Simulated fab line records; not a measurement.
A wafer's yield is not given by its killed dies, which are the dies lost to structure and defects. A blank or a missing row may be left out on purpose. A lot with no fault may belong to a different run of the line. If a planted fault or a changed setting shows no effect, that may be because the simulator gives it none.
What tool caused it? :: flow n5Finfet :: Sampling: 9 lots, 25 wafers, 7 of 1938 route steps

WHAT THE GAUGES SHOWED, per wafer
N5_BEOL_M4_RC_MEAS_101. Usual: DIBL_N 36.6 mV/V, standard deviation 2.1; DIBL_P 36.5 mV/V, standard deviation 2.7; IOFF_N 0.17 nA/um, standard deviation 0.043; IOFF_P 0.22 nA/um, standard deviation 0.045; ION_N 674 uA/um, standard deviation 17; ION_P 461 uA/um, standard deviation 9.9; SS_N 71.7 mV/dec, standard deviation 0.79; SS_P 73.4 mV/dec, standard deviation 0.79; VT_N 249 mV, standard deviation 4; VT_P -250 mV, standard deviation 3.3.
lot: L984
measured: day 8 23:49
on: prober-02
DIBL_N (mV/V): 37.2 31.8 34.4
DIBL_P (mV/V): 35.6 30.3 34.2
IOFF_N (nA/um): 0.18 0.10 0.14
IOFF_P (nA/um): 0.23 0.16 0.21
ION_N (uA/um): 672 658 681
ION_P (uA/um): 466 458 475
SS_N (mV/dec): 71.4 69.4 70.2
SS_P (mV/dec): 73.3 72.2 73.3
VT_N (mV): 247 253 250
VT_P (mV): -248 -252 -249
flag: 

lot: L987
measured: day 9 02:46
on: prober-01
DIBL_N (mV/V): 39.7 36.1 35.1
DIBL_P (mV/V): 39.8 32.2 33.3
IOFF_N (nA/um): 0.19 0.13 0.12
IOFF_P (nA/um): 0.27 0.15 0.17
ION_N (uA/um): 657 644 645
ION_P (uA/um): 452 439 449
SS_N (mV/dec): 71.8 70.9 70.6
SS_P (mV/dec): 75.0 72.2 72.6
VT_N (mV): 249 254 254
VT_P (mV): -248 -255 -255
flag: 

lot: L985
measured: day 9 02:56
on: prober-02
DIBL_N (mV/V): 40.5 37.7 38.3
DIBL_P (mV/V): 39.4 35.1 37.4
IOFF_N (nA/um): 0.23 0.17 0.20
IOFF_P (nA/um): 0.26 0.19 0.23
ION_N (uA/um): 695 676 693
ION_P (uA/um): 463 454 464
SS_N (mV/dec): 73.2 72.8 72.4
SS_P (mV/dec): 74.4 73.9 73.9
VT_N (mV): 247 250 248
VT_P (mV): -250 -254 -248
flag: 

lot: L986
measured: day 9 08:06
on: prober-02
DIBL_N (mV/V): 34.9 35.6 36.0
DIBL_P (mV/V): 34.8 34.2 34.3
IOFF_N (nA/um): 0.16 0.17 0.17
IOFF_P (nA/um): 0.26 0.25 0.25
ION_N (uA/um): 695 653 679
ION_P (uA/um): 487 460 465
SS_N (mV/dec): 71.3 71.6 71.9
SS_P (mV/dec): 72.6 73.1 73.2
VT_N (mV): 249 250 248
VT_P (mV): -244 -245 -246
flag: 

lot: L988
measured: day 9 23:44
on: prober-02
DIBL_N (mV/V): 39.5 39.0 37.1
DIBL_P (mV/V): 41.3 40.2 36.6
IOFF_N (nA/um): 0.25 0.25 0.20
IOFF_P (nA/um): 0.30 0.30 0.23
ION_N (uA/um): 692 689 687
ION_P (uA/um): 469 468 465
SS_N (mV/dec): 73.0 72.0 72.0
SS_P (mV/dec): 74.9 74.1 73.9
VT_N (mV): 244 242 248
VT_P (mV): -246 -245 -246
flag: 

lot: L992
measured: day 10 02:13
on: prober-02
DIBL_N (mV/V): 35.5 37.8
DIBL_P (mV/V): 36.0 38.4
IOFF_N (nA/um): 0.15 0.19
IOFF_P (nA/um): 0.23 0.27
ION_N (uA/um): 673 682
ION_P (uA/um): 467 478
SS_N (mV/dec): 71.9 72.0
SS_P (mV/dec): 73.6 74.2
VT_N (mV): 248 249
VT_P (mV): -246 -246
flag: 

lot: L991
measured: day 10 02:48
on: prober-01
DIBL_N (mV/V): 35.0 36.8 34.8
DIBL_P (mV/V): 36.0 37.5 35.0
IOFF_N (nA/um): 0.16 0.17 0.15
IOFF_P (nA/um): 0.23 0.24 0.20
ION_N (uA/um): 689 670 680
ION_P (uA/um): 474 458 468
SS_N (mV/dec): 71.0 71.2 70.5
SS_P (mV/dec): 73.7 73.5 72.8
VT_N (mV): 247 249 250
VT_P (mV): -247 -247 -251
flag: 

lot: L102
measured: day 12 18:49
on: prober-01
DIBL_N (mV/V): 37.2 36.0 37.9
DIBL_P (mV/V): 37.7 36.6 38.2
IOFF_N (nA/um): 0.18 0.17 0.19
IOFF_P (nA/um): 0.24 0.23 0.24
ION_N (uA/um): 699 678 664
ION_P (uA/um): 478 465 456
SS_N (mV/dec): 72.0 71.1 72.0
SS_P (mV/dec): 73.5 73.3 73.2
VT_N (mV): 247 246 245
VT_P (mV): -246 -247 -249
flag: 

lot: L103
measured: day 12 20:22
on: prober-02
DIBL_N (mV/V): 35.6 37.1
DIBL_P (mV/V): 35.6 37.1
IOFF_N (nA/um): 0.15 0.19
IOFF_P (nA/um): 0.19 0.22
ION_N (uA/um): 665 673
ION_P (uA/um): 447 449
SS_N (mV/dec): 71.4 72.3
SS_P (mV/dec): 73.5 73.9
VT_N (mV): 252 246
VT_P (mV): -254 -253
flag: 

N5_BEOL_M14_CD_MEAS_17: target cd 250 nm. Usual: cdNm at 250 nm, with a standard deviation of 3.3.
lot: L984
measured: day 11 22:08
on: cdSem-01
cdNm (nm): 244 244 250
flag: 

lot: L987
measured: day 12 10:23
on: cdSem-01
cdNm (nm): 252 252 249
flag: 

lot: L985
measured: day 12 07:47
on: cdSem-01
cdNm (nm): 246 246 246
flag: 

lot: L986
measured: day 12 11:50
on: cdSem-01
cdNm (nm): 248 248 252
flag: 

lot: L988
measured: day 13 02:43
on: cdSem-02
cdNm (nm): 250 248 248
flag: 

lot: L992
measured: day 13 04:40
on: cdSem-02
cdNm (nm): 248 253
flag: 

lot: L991
measured: day 13 11:25
on: cdSem-01
cdNm (nm): 241 247 251
flag: 

lot: L102
measured: day 16 07:03
on: cdSem-01
cdNm (nm): 253 252 252
flag: 

lot: L103
measured: day 16 03:58
on: cdSem-02
cdNm (nm): 250 249
flag: 

N5_BEOL_M14_THK_MEAS_50: measures by xrf. Usual: M14_THK typically reads 562 nm, with standard deviation 23.
lot: L984
measured: day 12 02:53
on: filmMetro-01
M14_THK (nm): 578 531 571
flag: 

lot: L987
measured: day 12 17:44
on: filmMetro-02
M14_THK (nm): 545 571 572
flag: 

lot: L985
measured: day 12 10:56
on: filmMetro-02
M14_THK (nm): 550 572 527
flag: 

lot: L986
measured: day 12 17:55
on: filmMetro-01
M14_THK (nm): 603 571 547
flag: 

lot: L988
measured: day 13 08:20
on: filmMetro-01
M14_THK (nm): 578 529 572
flag: 

lot: L992
measured: day 13 09:11
on: filmMetro-02
M14_THK (nm): 552 529
flag: 

lot: L991
measured: day 13 23:40
on: filmMetro-02
M14_THK (nm): 582 582 557
flag: 

lot: L102
measured: day 16 13:50
on: filmMetro-02
M14_THK (nm): 574 608 1089
flag: OFF

lot: L103
measured: day 16 09:01
on: filmMetro-02
M14_THK (nm): 591 1057
flag: OFF

N5_BEOL_M14_INSPECT_55: inspects for defects (darkfield). Usual: rawDefectCount at 73, with a standard deviation of 24.
lot: L984
measured: day 12 03:02
on: defectInspect-02
rawDefectCount: 60 74 51
flag: 

lot: L987
measured: day 12 17:53
on: defectInspect-02
rawDefectCount: 79 91 68
flag: 

lot: L985
measured: day 12 11:06
on: defectInspect-02
rawDefectCount: 117 90 108
flag: 

lot: L986
measured: day 12 18:04
on: defectInspect-02
rawDefectCount: 60 77 67
flag: 

lot: L988
measured: day 13 08:29
on: defectInspect-02
rawDefectCount: 62 75 72
flag: 

lot: L992
measured: day 13 09:21
on: defectInspect-02
rawDefectCount: 36 65
flag: 

lot: L991
measured: day 13 23:50
on: defectInspect-01
rawDefectCount: 49 51 34
flag: 

lot: L102
measured: day 16 14:00
on: defectInspect-01
rawDefectCount: 68 93 6546
flag: OFF

lot: L103
measured: day 16 09:11
on: defectInspect-01
rawDefectCount: 87 6489
flag: OFF

TOOL THAT RAN EACH LOT (tool first, then ch and the chambers of the sampled wafers, then the start)
lot: L984
N5_BEOL_M14_STRIP_64: rieDiel-01 ch 0,1,2, day 11 22:08 or earlier
N5_BEOL_M14_PRE_CLEAN_42: pvdSputter-01, day 12 01:47
N5_BEOL_M14_CMP_49: cmp-03 ch 0,3, day 12 02:35

lot: L987
N5_BEOL_M14_STRIP_64: rieDiel-06 ch 1,2, day 12 10:23 or earlier
N5_BEOL_M14_PRE_CLEAN_42: pvdSputter-02, day 12 16:38
N5_BEOL_M14_CMP_49: cmp-03 ch 0,1,2, day 12 17:28

lot: L985
N5_BEOL_M14_STRIP_64: rieDiel-03 ch 1,2,3, day 12 07:47 or earlier
N5_BEOL_M14_PRE_CLEAN_42: pvdSputter-03, day 12 09:50
N5_BEOL_M14_CMP_49: cmp-02 ch 0,3, day 12 10:38

lot: L986
N5_BEOL_M14_STRIP_64: rieDiel-06 ch 0,2,3, day 12 11:50 or earlier
N5_BEOL_M14_PRE_CLEAN_42: pvdSputter-03, day 12 16:49
N5_BEOL_M14_CMP_49: cmp-01 ch 1,2,3, day 12 17:37

lot: L988
N5_BEOL_M14_STRIP_64: rieDiel-03 ch 0,2,3, day 13 02:43 or earlier
N5_BEOL_M14_PRE_CLEAN_42: pvdSputter-02, day 13 07:14
N5_BEOL_M14_CMP_49: cmp-02 ch 0,1, day 13 08:02

lot: L992
N5_BEOL_M14_STRIP_64: rieDiel-01 ch 0,1, day 13 04:40 or earlier
N5_BEOL_M14_PRE_CLEAN_42: pvdSputter-02, day 13 07:53
N5_BEOL_M14_CMP_49: cmp-02 ch 1,2, day 13 08:53

lot: L991
N5_BEOL_M14_STRIP_64: rieDiel-01 ch 0,1,3, day 13 11:25 or earlier
N5_BEOL_M14_PRE_CLEAN_42: pvdSputter-01, day 13 22:34
N5_BEOL_M14_CMP_49: cmp-02 ch 0,1, day 13 23:25

lot: L102
N5_BEOL_M14_STRIP_64: rieDiel-06 ch 1,3, day 16 07:03 or earlier
N5_BEOL_M14_PRE_CLEAN_42: pvdSputter-02, day 16 12:44
N5_BEOL_M14_CMP_49: cmp-02 ch 1,2,3, day 16 13:35

lot: L103
N5_BEOL_M14_STRIP_64: rieDiel-03 ch 0,2, day 16 03:58 or earlier
N5_BEOL_M14_PRE_CLEAN_42: pvdSputter-02, day 16 07:33
N5_BEOL_M14_CMP_49: cmp-02 ch 0,2, day 16 08:50
- N5_BEOL_M14_STRIP_64: strips in O2.
- N5_BEOL_M14_PRE_CLEAN_42: time 30 s.
- N5_BEOL_M14_CMP_49: polishes, stops on SiO2, t overpolish 5.2 s, target thk 560 nm.

AS READ BY THE TOOLS THEMSELVES (means over the sampled wafers that have a number; for cases with no such wafer, the mark the record gives instead)
N5_BEOL_M14_STRIP_64. Usual: drypumpMotorCurrentA 5.9 A, standard deviation 0.43; oesProductAu 0.78 a.u., standard deviation 0.084; rfVppV 3.7 V, standard deviation 0.54; showerheadPlenumPTorr 2.09 Torr, standard deviation 0.064; throttleValvePct 16.70 %, standard deviation 0.24.
lot: L984
tool: rieDiel-01
drypumpMotorCurrentA (A): 6.2
oesProductAu (a.u.): 0.78
rfVppV (V): 3.4
showerheadPlenumPTorr (Torr): 2.10
throttleValvePct (%): 16.76
flag: 

lot: L987
tool: rieDiel-06
drypumpMotorCurrentA (A): 6.1
oesProductAu (a.u.): 0.87
rfVppV (V): 3.5
showerheadPlenumPTorr (Torr): 2.10
throttleValvePct (%): 16.50
flag: 

lot: L985
tool: rieDiel-03
drypumpMotorCurrentA (A): 5.7
oesProductAu (a.u.): 0.77
rfVppV (V): 2.9
showerheadPlenumPTorr (Torr): 2.06
throttleValvePct (%): 16.51
flag: 

lot: L986
tool: rieDiel-06
drypumpMotorCurrentA (A): 5.5
oesProductAu (a.u.): 0.76
rfVppV (V): 4.0
showerheadPlenumPTorr (Torr): 2.13
throttleValvePct (%): 16.72
flag: 

lot: L988
tool: rieDiel-03
drypumpMotorCurrentA (A): 5.9
oesProductAu (a.u.): 0.73
rfVppV (V): 2.9
showerheadPlenumPTorr (Torr): 2.05
throttleValvePct (%): 16.64
flag: 

lot: L992
tool: rieDiel-01
drypumpMotorCurrentA (A): 6.2
oesProductAu (a.u.): 0.71
rfVppV (V): 3.6
showerheadPlenumPTorr (Torr): 2.07
throttleValvePct (%): 16.76
flag: 

lot: L991
tool: rieDiel-01
drypumpMotorCurrentA (A): 6.2
oesProductAu (a.u.): 0.79
rfVppV (V): 3.8
showerheadPlenumPTorr (Torr): 2.07
throttleValvePct (%): 16.74
flag: 

lot: L102
tool: rieDiel-06
drypumpMotorCurrentA (A): 6.1
oesProductAu (a.u.): 0.83
rfVppV (V): 3.4
showerheadPlenumPTorr (Torr): 2.11
throttleValvePct (%): 16.57
flag: 

lot: L103
tool: rieDiel-03
drypumpMotorCurrentA (A): 5.8
oesProductAu (a.u.): 0.68
rfVppV (V): 3.5
showerheadPlenumPTorr (Torr): 2.06
throttleValvePct (%): 16.88
flag: 

N5_BEOL_M14_PRE_CLEAN_42. Usual: heaterPowerW at 481 W, with a standard deviation of 71.
lot: L984
tool: pvdSputter-01
heaterPowerW (W): 576
flag: 

lot: L987
tool: pvdSputter-02
heaterPowerW (W): 427
flag: 

lot: L985
tool: pvdSputter-03
heaterPowerW (W): 456
flag: 

lot: L986
tool: pvdSputter-03
heaterPowerW (W): 456
flag: 

lot: L988
tool: pvdSputter-02
heaterPowerW (W): 436
flag: 

lot: L992
tool: pvdSputter-02
heaterPowerW (W): 479
flag: 

lot: L991
tool: pvdSputter-01
heaterPowerW (W): 514
flag: 

lot: L102
tool: pvdSputter-02
heaterPowerW (W): 460
flag: 

lot: L103
tool: pvdSputter-02
heaterPowerW (W): 428
flag: 

N5_BEOL_M14_CMP_49. Usual: barrierFieldEndpointS 11.5 s, standard deviation 0.32; clearingPlatenRpm 80.00 rpm, standard deviation 0.04; motorCurrentA 8.3 A, standard deviation 0.79; overpolishRunS 5.200 s, standard deviation 0.0085; timeToEndpointS 123 s, standard deviation 4.7.
lot: L984
tool: cmp-03
barrierFieldEndpointS (s): 11.3
clearingPlatenRpm (rpm): 79.97
motorCurrentA (A): 7.2
overpolishRunS (s): 5.202
timeToEndpointS (s): 118
flag: 

lot: L987
tool: cmp-03
barrierFieldEndpointS (s): 11.7
clearingPlatenRpm (rpm): 79.95
motorCurrentA (A): 8.2
overpolishRunS (s): 5.192
timeToEndpointS (s): 122
flag: 

lot: L985
tool: cmp-02
barrierFieldEndpointS (s): 11.2
clearingPlatenRpm (rpm): 79.99
motorCurrentA (A): 7.7
overpolishRunS (s): 5.205
timeToEndpointS (s): 118
flag: 

lot: L986
tool: cmp-01
barrierFieldEndpointS (s): 11.7
clearingPlatenRpm (rpm): 80.01
motorCurrentA (A): 8.2
overpolishRunS (s): 5.199
timeToEndpointS (s): 127
flag: 

lot: L988
tool: cmp-02
barrierFieldEndpointS (s): 11.0
clearingPlatenRpm (rpm): 80.04
motorCurrentA (A): 8.2
overpolishRunS (s): 5.201
timeToEndpointS (s): 116
flag: 

lot: L992
tool: cmp-02
barrierFieldEndpointS (s): 12.0
clearingPlatenRpm (rpm): 79.98
motorCurrentA (A): 9.1
overpolishRunS (s): 5.197
timeToEndpointS (s): 128
flag: 

lot: L991
tool: cmp-02
barrierFieldEndpointS (s): 11.3
clearingPlatenRpm (rpm): 79.98
motorCurrentA (A): 8.8
overpolishRunS (s): 5.203
timeToEndpointS (s): 121
flag: 

lot: L102
tool: cmp-02
barrierFieldEndpointS (s): 15.6
clearingPlatenRpm (rpm): 79.96
motorCurrentA (A): 8.4
overpolishRunS (s): 4.235
timeToEndpointS (s): 137
flag: OFF

lot: L103
tool: cmp-02
barrierFieldEndpointS (s): 17.2
clearingPlatenRpm (rpm): 80.02
motorCurrentA (A): 8.2
overpolishRunS (s): 3.952
timeToEndpointS (s): 140
flag: OFF

THE ANSWER, worked out from the rows above alone
Rule: lot off if the mean of its wafers having a number is beyond 3 standard deviations from the usual mean. A lot without any number at a reading at which 4 lots or more have one is off too. Where the step has rows for the other lots, those lots are counted as sound. First the gauges in route order, then the tools' own readings, where a lot's mean is used as printed above. At the first step where some lot is off, the reading lying furthest off is the one used; lots without a number count as furthest.
Off: at N5_BEOL_M14_THK_MEAS_50 (M14_THK), L102, L103.
A tool fits if, at a process step before that reading, it ran every lot that is off, and no sound lot after the first of them. The gauges at N5_BEOL_M14_THK_MEAS_50 aren't tried: what is off there is off at N5_BEOL_M14_INSPECT_55 too, on other tools, and a gauge's error can't cause that. With no start given for some of its lots, N5_BEOL_M14_STRIP_64 uses the hours and lot order of N5_BEOL_M14_CD_MEAS_17. 2 tools fit, pvdSputter-02 at N5_BEOL_M14_PRE_CLEAN_42 and cmp-02 at N5_BEOL_M14_CMP_49, so this cannot tell which one it is.

WHAT THE SIMULATOR PUT IN
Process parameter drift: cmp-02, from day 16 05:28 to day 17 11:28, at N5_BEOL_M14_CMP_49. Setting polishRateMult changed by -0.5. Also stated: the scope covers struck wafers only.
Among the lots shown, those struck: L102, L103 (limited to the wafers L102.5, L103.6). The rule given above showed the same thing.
